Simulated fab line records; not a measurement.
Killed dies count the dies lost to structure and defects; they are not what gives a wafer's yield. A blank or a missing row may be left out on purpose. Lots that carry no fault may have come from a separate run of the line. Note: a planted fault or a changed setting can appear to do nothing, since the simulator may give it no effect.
fab line records | flow nand-harc
record lots=24 wafers=72 last-day=33
route steps=1302 shown A_CONTACT@1002
lots with no fault: from the same line, run without faults
start-h: start of the lot's first displayed wafer, in hours after the record's first day | wait-h: hours from the lot's prior step to this one | " same as the row above | L1.1+2: several wafers, shown together as one row | - value missing, or start not given | * or withheld: withheld | < > ~ a bound
route shown NAME@n: names a module that has steps shown in the file, with the first one's number in the route | usual: the fault-free wafers' mean and standard deviation | same: alike in all rows | chamber/n: place in a boat | sites: each site's reading | _std_site: standard deviation across them | _edge_site: the outer-site mean with the inner-site mean subtracted | radius-mm: how far each site lies from the wafer's centre | mask NAME#n: copy n | behind: the tool/chamber that last shaped the wafer | hold: why the lot was held/for how many hours/how that ended | device: which transistor (n, p or np) failed to switch | end of line: the same wafers' tests at the end of the route | for a step that has no rows: nothing shown but its recipe | killed: at the first sort, the dies lost to defects and structure; wafer yield is something else | map: the dies of a wafer, with x for killed, . for not killed, _ for no die there
set.NAME: the setting that was run; set.NAME@STEP: the one run at that earlier step | model.NAME: the simulator's own value behind a step, which no gauge read
route steps across a sampled set of lots; one table per step, one row per wafer
services: from which hour (start-h, from the record's first day; less than 0 if before it) a tool's chamber was out of use, for how many hours, and why
## steps
# step NHARC_A_CONTACT_ETCH_49
# recipe target-depth-a=2600 over-etch-frac=0.3 time-s=475.3 ion-energy-ev=200 n2-flow-sccm=150 h2-flow-sccm=150 ar-flow-sccm=0 rf-w=400 bias-w=150 chemistry=N2/H2
# usual drypump-motor-current-A=6.0/0.52 oes-product-au=0.996/0.013 rf-vpp-V=431.2/2.8 showerhead-plenum-p-Torr=2.07/0.096 throttle-valve-pct=14.171/0.0097
# columns lot.wafer tool chamber start-h wait-h drypump-motor-current-A oes-product-au rf-hours-counter-h rf-vpp-V showerhead-plenum-p-Torr throttle-valve-pct
L075.1 rie-diel-13 2 - - 5.4 0.995 45 430.5 2.11 14.176
L075.2 " 1 " " 6.5 1.010 41 432.4 2.10 14.170
L075.5 " 2 " " 5.4 0.985 - 431.9 2.11 14.154
L074.1 rie-diel-02 2 - - 6.4 1.003 16 430.1 2.03 14.176
L074.6 " 3 " " 6.6 0.974 - 427.1 1.90 14.171
L074.4 " 0 " " 6.2 0.999 - 432.4 2.15 14.155
L077.2 rie-diel-02 3 - - 6.6 0.977 18 426.5 1.90 14.176
L077.3 " 2 " " 6.4 1.003 18 432.3 2.03 14.165
L077.6 " 3 " " 6.6 0.976 - 426.3 1.90 14.179
L076.2 rie-diel-13 0 - - 6.0 1.007 59 433.5 2.10 14.160
L076.5 " 1 " " 6.5 1.001 - 433.6 2.10 14.163
L076.6 " 2 " " 5.4 0.976 - 433.2 2.10 14.168
L079.1 rie-diel-09 2 - - 5.1 0.979 6 434.3 2.22 14.184
L079.2 " 3 " " 5.2 0.991 6 429.5 1.99 14.171
L079.6 " 0 " " 5.7 0.977 - 434.1 2.18 14.181
L078.3 rie-diel-09 2 - - 5.0 0.987 12 434.4 2.21 14.171
L078.1 " 3 " " 5.2 0.997 11 427.5 1.99 14.171
L078.6 " 1 " " 6.1 1.017 - 429.5 2.00 14.164
L080.3 rie-diel-02 2 - - 6.5 0.989 25 429.8 2.03 14.181
L080.4 " 3 " " 6.6 0.994 25 426.4 1.90 14.176
L080.2 " 0 " " 6.2 0.969 24 433.6 2.15 14.186
L081.4 rie-diel-02 2 - - 6.4 1.012 26 428.6 2.03 14.170
L081.3 " 3 " " 6.6 1.007 26 427.5 1.90 14.180
L081.2 " 1 " " 6.6 0.999 19 430.1 2.01 14.180
L082.3 rie-diel-02 0 - - 6.2 0.983 26 433.1 2.15 14.175
L082.5 " 0 " " 6.2 0.990 - 432.9 2.15 14.186
L082.6 " 1 " " 6.6 0.979 - 429.9 2.01 14.177
L083.4 rie-diel-13 2 - - 5.4 1.004 17 432.2 2.10 14.153
L083.2 " 3 " " 5.9 1.006 17 434.7 2.19 14.176
L083.1 " 0 " " 5.9 1.041 10 433.9 2.10 14.154
L084.3 rie-diel-13 0 - - 6.0 1.043 14 430.2 2.10 14.165
L084.1 " 1 " " 6.4 1.002 22 432.8 2.09 14.175
L084.5 " 1 " " 6.4 1.009 - 432.1 2.09 14.172
L086.2 rie-diel-13 3 - - 5.9 0.996 21 433.4 2.19 14.179
L086.1 " 2 " " 5.4 0.985 22 431.3 2.09 14.164
L086.6 " 3 " " 5.9 0.993 - 434.5 2.19 14.165
L085.1 rie-diel-09 0 - - 5.7 0.983 38 433.9 2.17 14.192
L085.2 " 1 " " 6.1 1.016 35 428.7 2.00 14.175
L085.3 " 2 " " 5.1 1.009 32 434.6 2.21 14.168
L088.4 rie-diel-09 2 - - 5.1 1.009 36 435.0 2.21 14.179
L088.3 " 1 " " 6.1 1.017 40 428.8 2.00 14.157
L088.6 " 3 " " 5.2 0.994 - 429.6 1.98 14.170
L089.3 rie-diel-02 3 - - 6.6 0.990 3 426.6 1.90 14.163
L089.4 " 1 " " 6.6 0.975 7 429.0 2.01 14.154
L089.2 " 2 " " 6.4 0.994 6 428.4 2.02 14.168
L087.2 rie-diel-09 1 - - 6.1 0.989 48 429.4 1.99 14.177
L087.1 " 3 " " 5.2 0.994 40 427.6 1.98 14.161
L087.6 " 1 " " 6.1 1.009 - 429.0 1.99 14.170
L090.2 rie-diel-02 1 - - 6.6 0.991 13 428.6 2.01 14.153
L090.6 " 2 " " 6.5 1.000 - 429.2 2.02 14.182
L090.5 " 3 " " 6.6 0.996 - 427.3 1.89 14.184
L091.4 rie-diel-02 1 - - 6.6 0.991 16 427.8 2.01 14.166
L091.2 " 3 " " 6.6 0.997 11 425.9 1.89 14.156
L091.5 " 0 " " 6.2 0.978 - 433.9 2.14 14.174
L092.4 rie-diel-02 2 - - 6.4 1.008 15 428.3 2.02 14.158
L092.6 " 1 " " 6.6 0.990 - 429.2 2.01 14.169
L092.5 " 2 " " 6.4 0.992 - 429.9 2.02 14.169
L093.4 rie-diel-09 1 - - 6.1 0.991 1 429.1 1.99 14.163
L093.2 " 3 " " 5.2 1.013 1 428.8 1.98 14.172
L093.6 " 0 " " 5.7 0.986 - 433.5 2.16 14.194
L094.2 rie-diel-09 3 - - 5.2 1.005 2 428.2 1.97 14.171
L094.4 " 0 " " 5.7 0.988 3 434.6 2.15 14.166
L094.5 " 2 " " 5.0 0.984 - 433.2 2.20 14.167
L095.2 rie-diel-09 3 - - 5.2 1.000 5 428.1 1.97 14.173
L095.1 " 1 " " 6.1 1.003 6 428.7 1.99 14.167
L095.5 " 2 " " 5.1 0.983 - 435.1 2.20 14.182
L097.2 rie-diel-09 3 - - 5.2 1.004 8 428.3 1.97 14.181
L097.3 " 1 " " 6.1 1.003 9 430.6 1.99 14.156
L097.1 " 2 " " 5.1 0.993 8 435.3 2.20 14.177
L096.3 rie-diel-02 2 - - 6.4 1.002 19 430.9 2.02 14.170
L096.5 " 3 " " 6.6 0.990 - 425.9 1.89 14.181
L096.6 " 0 " " 6.1 0.994 - 432.8 2.14 14.169
# step NHARC_A_CONTACT_ETCH_122
# recipe source-w=withheld pressure-mtorr=20 bias-v=3000 time-s=190 target-depth-a=18500 ar-flow-sccm=withheld c4f8-flow-sccm=withheld o2-flow-sccm=withheld chemistry=C4F8/O2/Ar
# columns lot.wafer tool chamber start-h wait-h rf-hours-counter-h
L075.1 har-cap-etch-03 0 497.12 0.1 42
L075.2 " 1 " " 42
L075.5 " 1 " " -
L074.1 har-cap-etch-02 0 506.77 0.1 83
L074.4 " 1 " " -
L074.6 " 0 " " -
L077.2 har-cap-etch-03 1 512.62 0.1 46
L077.3 " 1 " " -
L077.6 " 0 " " -
L076.2 har-cap-etch-02 1 513.19 0.1 86
L076.5 " 0 " " -
L076.6 " 1 " " -
L079.2 har-cap-etch-03 1 529.66 0.1 52
L079.1 " 0 " " 52
L079.6 " 0 " " -
L078.1 har-cap-etch-02 0 543.59 0.1 91
L078.3 " 1 " " -
L078.6 " 1 " " -
L081.2 har-cap-etch-01 0 561.03 0.1 8
L081.3 " 1 " " -
L081.4 " 0 " " -
L082.3 har-cap-etch-01 1 571.03 0.1 -
L082.6 " 1 " " -
L082.5 " 0 " " -
L083.1 har-cap-etch-01 1 585.00 0.1 13
L083.2 " 0 " " 13
L083.4 " 0 " " -
L084.1 har-cap-etch-03 1 597.00 0.1 64
L084.3 " 0 " " -
L084.5 " 1 " " -
L086.2 har-cap-etch-01 1 600.44 0.1 17
L086.1 " 0 " " 17
L086.6 " 1 " " -
L085.2 har-cap-etch-01 1 606.75 0.1 20
L085.1 " 0 " " 20
L085.3 " 1 " " -
L080.2 har-cap-etch-02 1 625.95 70.0 93
L080.4 " 1 " " -
L080.3 " 0 " " -
L088.3 har-cap-etch-01 0 626.29 0.1 -
L088.4 " 1 " " -
L088.6 " 0 " " -
L089.2 har-cap-etch-03 1 626.41 0.1 72
L089.4 " 1 " " -
L089.3 " 0 " " -
L087.1 har-cap-etch-01 1 648.44 0.1 31
L087.2 " 0 " " 31
L087.6 " 0 " " -
L090.2 har-cap-etch-02 1 658.43 0.1 100
L090.5 " 1 " " -
L090.6 " 0 " " -
L091.2 har-cap-etch-02 1 677.33 0.1 102
L091.4 " 0 " " -
L091.5 " 0 " " -
L092.4 har-cap-etch-01 0 688.94 0.1 -
L092.6 " 1 " " -
L092.5 " 0 " " -
L093.2 har-cap-etch-02 1 692.16 0.1 105
L093.4 " 1 " " -
L093.6 " 0 " " -
L094.2 har-cap-etch-03 0 693.73 0.1 83
L094.4 " 0 " " -
L094.5 " 0 " " -
L095.2 har-cap-etch-03 1 700.90 0.2 85
L095.1 " 0 " " 85
L095.5 " 1 " " -
L097.2 har-cap-etch-03 0 708.07 0.1 87
L097.1 " 1 " " 87
L097.3 " 0 " " -
L096.3 har-cap-etch-01 0 708.64 0.1 -
L096.6 " 0 " " -
L096.5 " 1 " " -
# step NHARC_A_CONTACT_INSPECT_71
# usual raw-defect-count=72/39
# columns lot.wafer tool chamber start-h wait-h raw-defect-count
L075.1 defect-inspect-01 - 503.57 0.0 63
L075.2 " - " " 62
L075.5 " - " " 78
L074.1 defect-inspect-02 - 513.79 0.0 87
L074.4 " - " " 85
L074.6 " - " " 76
L077.2 defect-inspect-01 - 520.14 0.0 64
L077.3 " - " " 56
L077.6 " - " " 61
L076.2 defect-inspect-02 - 520.43 0.0 59
L076.5 " - " " 51
L076.6 " - " " 52
L079.1 defect-inspect-01 - 536.11 0.0 23
L079.2 " - " " 19
L079.6 " - " " 17
L078.1 defect-inspect-02 - 549.84 0.0 108
L078.3 " - " " 108
L078.6 " - " " 116
L081.2 defect-inspect-02 - 568.64 0.0 178
L081.3 " - " " 175
L081.4 " - " " 163
L082.3 defect-inspect-02 - 577.36 0.0 65
L082.5 " - " " 73
L082.6 " - " " 81
L083.1 defect-inspect-02 - 591.55 0.0 88
L083.2 " - " " 96
L083.4 " - " " 78
L084.1 defect-inspect-01 - 605.12 0.0 37
L084.3 " - " " 35
L084.5 " - " " 51
L086.1 defect-inspect-01 - 607.82 0.0 49
L086.2 " - " " 37
L086.6 " - " " 51
L085.1 defect-inspect-02 - 613.91 0.0 113
L085.2 " - " " 106
L085.3 " - " " 119
L080.2 defect-inspect-02 - 632.85 0.0 73
L080.3 " - " " 83
L080.4 " - " " 97
L088.3 defect-inspect-01 - 634.19 0.0 78
L088.4 " - " " 70
L088.6 " - " " 76
L089.2 defect-inspect-01 - 635.29 0.0 101
L089.3 " - " " 89
L089.4 " - " " 86
L087.1 defect-inspect-01 - 654.73 0.0 85
L087.2 " - " " 92
L087.6 " - " " 90
L090.2 defect-inspect-02 - 664.75 0.0 84
L090.5 " - " " 86
L090.6 " - " " 91
L091.2 defect-inspect-02 - 683.81 0.0 63
L091.4 " - " " 52
L091.5 " - " " 59
L092.4 defect-inspect-02 - 695.17 0.0 23
L092.5 " - " " 29
L092.6 " - " " 24
L093.2 defect-inspect-02 - 699.14 0.0 121
L093.4 " - " " 124
L093.6 " - " " 96
L094.2 defect-inspect-02 - 700.45 0.0 20
L094.4 " - " " 16
L094.5 " - " " 24
L095.1 defect-inspect-02 - 709.47 0.0 13
L095.2 " - " " 9
L095.5 " - " " 18
L097.1 defect-inspect-02 - 715.35 0.0 143
L097.2 " - " " 117
L097.3 " - " " 151
L096.3 defect-inspect-01 - 715.58 0.0 17
L096.5 " - " " 18
L096.6 " - " " 13
# step NHARC_A_CONTACT_ETCH_77
# recipe target-depth-a=1089 time-s=54.5 cf4-flow-sccm=100 chf3-flow-sccm=30 ar-flow-sccm=0 rf-w=500 bias-w=200 chemistry=CF4/CHF3
# usual chf3-flow-sccm=30.00/0.087 drypump-motor-current-A=6.1/0.51 oes-product-au=0.932/0.021 rf-vpp-V=371.0/2.4 showerhead-plenum-p-Torr=1.59/0.064 throttle-valve-pct=16.803/0.0094
# columns lot.wafer tool chamber start-h wait-h chf3-flow-sccm drypump-motor-current-A oes-product-au rf-hours-counter-h rf-vpp-V showerhead-plenum-p-Torr throttle-valve-pct
L075.1 rie-diel-13 3 - - 30.07 5.9 0.914 46 374.1 1.69 16.795
L075.2 " 2 " " 29.81 5.4 0.915 50 372.0 1.62 16.805
L075.5 " 0 " " 30.03 6.0 0.928 - 372.5 1.62 16.790
L074.4 rie-diel-13 2 - - 30.07 5.4 0.918 54 373.5 1.62 16.807
L074.1 " 3 " " 30.18 5.9 0.922 51 374.1 1.69 16.802
L074.6 " 3 " " 30.01 5.9 0.927 - 376.3 1.69 16.811
L077.3 rie-diel-02 2 - - 30.02 6.4 0.926 21 370.1 1.56 16.799
L077.2 " 3 " " 29.97 6.6 0.912 21 366.9 1.47 16.798
L077.6 " 2 " " 29.96 6.4 0.941 - 369.9 1.56 16.796
L076.2 rie-diel-09 3 - - 29.88 5.2 0.923 3 369.7 1.54 16.824
L076.5 " 1 " " 29.88 6.1 0.979 - 369.2 1.55 16.796
L076.6 " 2 " " 29.90 5.1 0.920 - 374.4 1.70 16.798
L079.2 rie-diel-02 0 - - 30.07 6.2 0.907 22 373.8 1.65 16.800
L079.1 " 3 " " 30.07 6.6 0.918 23 367.3 1.47 16.805
L079.6 " 0 " " 30.04 6.2 0.910 - 373.2 1.65 16.814
L078.3 rie-diel-09 2 - - 29.97 5.0 0.903 15 375.6 1.70 16.787
L078.1 " 3 " " 30.02 5.2 0.914 14 370.3 1.54 16.808
L078.6 " 2 " " 29.96 5.0 0.905 - 373.9 1.70 16.808
L081.4 rie-diel-02 3 - - 29.98 6.6 0.909 28 367.1 1.47 16.786
L081.3 " 0 " " 30.14 6.2 0.903 27 372.4 1.65 16.800
L081.2 " 1 " " 29.93 6.6 0.904 22 369.9 1.55 16.801
L082.3 rie-diel-13 2 - - 29.93 5.4 0.964 16 373.9 1.61 16.800
L082.6 " 1 " " 29.88 6.4 0.994 - 372.9 1.61 16.804
L082.5 " 2 " " 29.98 5.4 0.960 - 371.2 1.61 16.816
L083.2 rie-diel-02 1 - - 30.00 6.6 0.975 1 369.0 1.55 16.796
L083.4 " 2 " " 29.99 6.5 0.947 1 370.4 1.56 16.796
L083.1 " 0 " " 30.21 6.1 0.962 1 373.9 1.65 16.803
L084.3 rie-diel-02 1 - - 30.05 6.6 0.921 3 369.6 1.55 16.793
L084.1 " 2 " " 30.03 6.4 0.923 2 368.5 1.56 16.805
L084.5 " 1 " " 30.01 6.6 0.922 - 368.8 1.55 16.801
L086.2 rie-diel-02 1 - - 30.13 6.6 0.953 4 369.6 1.55 16.807
L086.1 " 3 " " 30.04 6.6 0.926 2 366.2 1.47 16.798
L086.6 " 2 " " 30.09 6.5 0.951 - 370.2 1.56 16.809
L085.2 rie-diel-02 1 - - 30.11 6.6 0.958 5 369.4 1.55 16.802
L085.3 " 2 " " 30.07 6.5 0.980 4 370.6 1.56 16.803
L085.1 " 0 " " 30.15 6.2 0.961 4 372.1 1.65 16.799
L080.4 rie-diel-02 0 - - 29.89 6.1 0.918 7 372.0 1.65 16.785
L080.3 " 1 " " 29.93 6.6 0.911 9 370.5 1.55 16.825
L080.2 " 2 " " 30.13 6.4 0.926 8 369.6 1.56 16.810
L088.4 rie-diel-02 2 - - 29.90 6.4 0.922 8 370.8 1.56 16.801
L088.3 " 1 " " 30.09 6.6 0.912 10 369.8 1.55 16.811
L088.6 " 2 " " 29.87 6.4 0.920 - 368.9 1.56 16.806
L089.4 rie-diel-13 0 - - 29.93 6.0 0.942 28 371.6 1.61 16.788
L089.2 " 1 " " 29.99 6.4 0.915 39 373.2 1.61 16.798
L089.3 " 2 " " 29.94 5.4 0.920 36 372.9 1.61 16.797
L087.2 rie-diel-13 0 - - 30.12 6.0 0.933 33 372.0 1.61 16.804
L087.1 " 2 " " 29.96 5.4 0.921 43 370.5 1.61 16.803
L087.6 " 0 " " 30.15 6.0 0.936 - 372.8 1.61 16.823
L090.2 rie-diel-02 0 - - 30.05 6.1 0.920 13 373.5 1.65 16.797
L090.5 " 2 " " 29.93 6.4 0.944 - 369.1 1.56 16.806
L090.6 " 3 " " 29.80 6.6 0.930 - 367.4 1.47 16.793
L091.4 rie-diel-09 0 - - 30.03 5.7 0.966 0 374.3 1.66 16.803
L091.2 " 1 " " 29.90 6.1 0.973 0 369.4 1.54 16.808
L091.5 " 2 " " 30.03 5.0 0.958 - 374.1 1.69 16.797
L092.4 rie-diel-09 2 - - 29.93 5.1 0.966 4 372.4 1.69 16.799
L092.6 " 3 " " 30.00 5.2 0.955 - 369.2 1.53 16.811
L092.5 " 0 " " 30.06 5.7 0.952 - 373.3 1.65 16.808
L093.4 rie-diel-09 2 - - 29.94 5.1 0.907 7 374.0 1.68 16.793
L093.2 " 1 " " 30.14 6.1 0.931 8 369.7 1.54 16.804
L093.6 " 3 " " 30.03 5.2 0.922 - 367.6 1.53 16.810
L094.2 rie-diel-02 3 - - 30.04 6.7 0.925 14 367.4 1.47 16.803
L094.4 " 0 " " 29.82 6.2 0.919 17 373.3 1.65 16.813
L094.5 " 2 " " 30.14 6.5 0.936 - 368.9 1.56 16.812
L095.1 rie-diel-09 1 - - 30.06 6.1 0.926 11 369.7 1.54 16.799
L095.2 " 2 " " 29.87 5.1 0.921 10 374.3 1.68 16.803
L095.5 " 3 " " 29.99 5.2 0.927 - 367.8 1.53 16.802
L097.3 rie-diel-13 0 - - 30.10 6.0 0.940 2 372.3 1.60 16.802
L097.2 " 1 " " 30.01 6.4 0.922 2 372.2 1.60 16.800
L097.1 " 2 " " 30.03 5.4 0.932 2 371.2 1.60 16.788
L096.3 rie-diel-02 0 - - 30.07 6.1 0.914 21 373.3 1.64 16.807
L096.5 " 1 " " 30.01 6.6 0.911 - 368.9 1.55 16.793
L096.6 " 2 " " 29.94 6.4 0.921 - 369.1 1.56 16.788
# step NHARC_A_CONTACT_ETCH_128
# recipe source-w=withheld pressure-mtorr=20 bias-v=3000 time-s=197 target-depth-a=19180 ar-flow-sccm=withheld c4f8-flow-sccm=withheld o2-flow-sccm=withheld chemistry=C4F8/O2/Ar
# columns lot.wafer tool chamber start-h wait-h rf-hours-counter-h
L075.2 har-cap-etch-03 0 505.98 0.1 43
L075.1 " 1 " " 43
L075.5 " 0 " " -
L074.1 har-cap-etch-01 1 516.13 0.2 1
L074.4 " 1 " " -
L074.6 " 1 " " -
L076.2 har-cap-etch-02 0 522.75 0.1 87
L076.5 " 0 " " -
L076.6 " 1 " " -
L077.2 har-cap-etch-03 0 522.80 0.2 49
L077.3 " 1 " " -
L077.6 " 1 " " -
L079.2 har-cap-etch-03 1 538.46 0.1 53
L079.1 " 0 " " 53
L079.6 " 1 " " -
L078.1 har-cap-etch-03 1 552.44 0.2 55
L078.3 " 0 " " -
L078.6 " 1 " " -
L081.2 har-cap-etch-03 0 571.00 0.1 58
L081.4 " 1 " " -
L081.3 " 0 " " -
L082.3 har-cap-etch-03 0 579.75 0.1 -
L082.6 " 0 " " -
L082.5 " 1 " " -
L083.1 har-cap-etch-01 1 593.90 0.1 15
L083.2 " 0 " " 15
L083.4 " 1 " " -
L084.1 har-cap-etch-03 1 607.76 0.1 66
L084.3 " 0 " " -
L084.5 " 1 " " -
L086.1 har-cap-etch-01 1 610.26 0.1 21
L086.2 " 0 " " 21
L086.6 " 1 " " -
L085.1 har-cap-etch-03 1 616.26 0.1 68
L085.2 " 0 " " 68
L085.3 " 0 " " -
L080.2 har-cap-etch-01 0 635.21 0.1 26
L080.3 " 1 " " -
L080.4 " 0 " " -
L088.4 har-cap-etch-03 1 636.57 0.1 -
L088.3 " 0 " " -
L088.6 " 1 " " -
L089.2 har-cap-etch-02 1 637.65 0.1 96
L089.4 " 0 " " -
L089.3 " 1 " " -
L087.2 har-cap-etch-03 0 657.07 0.1 76
L087.1 " 1 " " 76
L087.6 " 1 " " -
L090.2 har-cap-etch-03 1 667.13 0.1 78
L090.5 " 0 " " -
L090.6 " 1 " " -
L091.2 har-cap-etch-03 0 686.19 0.1 80
L091.4 " 0 " " -
L091.5 " 1 " " -
L092.4 har-cap-etch-02 0 697.59 0.1 -
L092.5 " 1 " " -
L092.6 " 0 " " -
L093.2 har-cap-etch-01 0 702.16 0.2 38
L093.4 " 0 " " -
L093.6 " 1 " " -
L094.2 har-cap-etch-02 1 702.78 0.1 108
L094.4 " 0 " " -
L094.5 " 0 " " -
L095.2 har-cap-etch-02 1 711.80 0.1 111
L095.1 " 0 " " 111
L095.5 " 0 " " -
L097.1 har-cap-etch-03 0 717.68 0.1 90
L097.2 " 1 " " 90
L097.3 " 0 " " -
L096.3 har-cap-etch-02 1 718.10 0.1 -
L096.6 " 1 " " -
L096.5 " 0 " " -
# step NHARC_A_CONTACT_ETCH_131
# recipe source-w=withheld pressure-mtorr=20 bias-v=3000 time-s=197 target-depth-a=19180 ar-flow-sccm=withheld c4f8-flow-sccm=withheld o2-flow-sccm=withheld chemistry=C4F8/O2/Ar
# columns lot.wafer tool chamber start-h wait-h rf-hours-counter-h
L075.2 har-cap-etch-03 0 506.51 0.1 44
L075.1 " 1 " " 44
L075.5 " 0 " " -
L074.1 har-cap-etch-01 1 516.66 0.1 1
L074.4 " 1 " " -
L074.6 " 1 " " -
L076.2 har-cap-etch-02 0 523.28 0.1 87
L076.5 " 0 " " -
L076.6 " 1 " " -
L077.2 har-cap-etch-03 0 523.32 0.1 49
L077.3 " 1 " " -
L077.6 " 1 " " -
L079.2 har-cap-etch-03 1 538.98 0.1 53
L079.1 " 0 " " 53
L079.6 " 1 " " -
L078.1 har-cap-etch-03 1 553.14 0.2 55
L078.3 " 0 " " -
L078.6 " 1 " " -
L081.2 har-cap-etch-03 0 571.53 0.1 58
L081.4 " 1 " " -
L081.3 " 0 " " -
L082.3 har-cap-etch-03 0 580.29 0.1 -
L082.6 " 0 " " -
L082.5 " 1 " " -
L083.1 har-cap-etch-01 1 594.42 0.1 15
L083.2 " 0 " " 15
L083.4 " 1 " " -
L084.1 har-cap-etch-03 1 608.29 0.1 67
L084.3 " 0 " " -
L084.5 " 1 " " -
L086.1 har-cap-etch-01 1 610.79 0.1 21
L086.2 " 0 " " 21
L086.6 " 1 " " -
L085.1 har-cap-etch-03 1 616.79 0.1 68
L085.2 " 0 " " 68
L085.3 " 0 " " -
L080.2 har-cap-etch-01 0 635.73 0.1 27
L080.3 " 1 " " -
L080.4 " 0 " " -
L088.4 har-cap-etch-03 1 637.11 0.1 -
L088.3 " 0 " " -
L088.6 " 1 " " -
L089.2 har-cap-etch-02 1 638.18 0.1 96
L089.4 " 0 " " -
L089.3 " 1 " " -
L087.2 har-cap-etch-03 0 657.60 0.1 77
L087.1 " 1 " " 77
L087.6 " 1 " " -
L090.2 har-cap-etch-03 1 667.66 0.1 79
L090.5 " 0 " " -
L090.6 " 1 " " -
L091.2 har-cap-etch-03 0 686.72 0.1 81
L091.4 " 0 " " -
L091.5 " 1 " " -
L092.4 har-cap-etch-02 0 698.12 0.1 -
L092.5 " 1 " " -
L092.6 " 0 " " -
L093.2 har-cap-etch-01 0 702.74 0.1 39
L093.4 " 0 " " -
L093.6 " 1 " " -
L094.2 har-cap-etch-02 1 703.31 0.1 108
L094.4 " 0 " " -
L094.5 " 0 " " -
L095.2 har-cap-etch-02 1 712.33 0.1 111
L095.1 " 0 " " 111
L095.5 " 0 " " -
L097.1 har-cap-etch-03 0 718.21 0.1 90
L097.2 " 1 " " 90
L097.3 " 0 " " -
L096.3 har-cap-etch-02 1 718.63 0.1 -
L096.6 " 1 " " -
L096.5 " 0 " " -
## services
# columns tool chamber start-h hours kind
rie-diel-02 0 476.58 - clean
rie-diel-02 1 476.58 - clean
rie-diel-02 2 476.58 - clean
rie-diel-02 3 476.58 - clean
rie-diel-02 1 493.79 33.7 repair
har-cap-etch-01 - 497.00 17.0 pm
rie-diel-09 - 497.48 9.0 pm
rie-diel-02 0 501.08 - clean
rie-diel-02 2 501.08 - clean
rie-diel-02 3 501.08 - clean
rie-diel-09 - 507.54 1.2 repair
rie-diel-02 0 513.70 3.2 repair
rie-diel-09 1 514.45 2.4 repair
rie-diel-13 - 520.67 9.0 pm
rie-diel-02 0 525.62 - clean
rie-diel-02 2 525.62 - clean
rie-diel-02 3 525.62 - clean
rie-diel-02 - 571.04 9.0 pm
rie-diel-02 3 603.32 5.1 repair
rie-diel-09 0 651.53 2.5 repair
rie-diel-09 0 658.66 1.4 repair
rie-diel-09 - 674.51 9.0 pm
har-cap-etch-01 - 691.24 1.0 repair
rie-diel-13 - 699.67 9.0 pm
## key
fault none
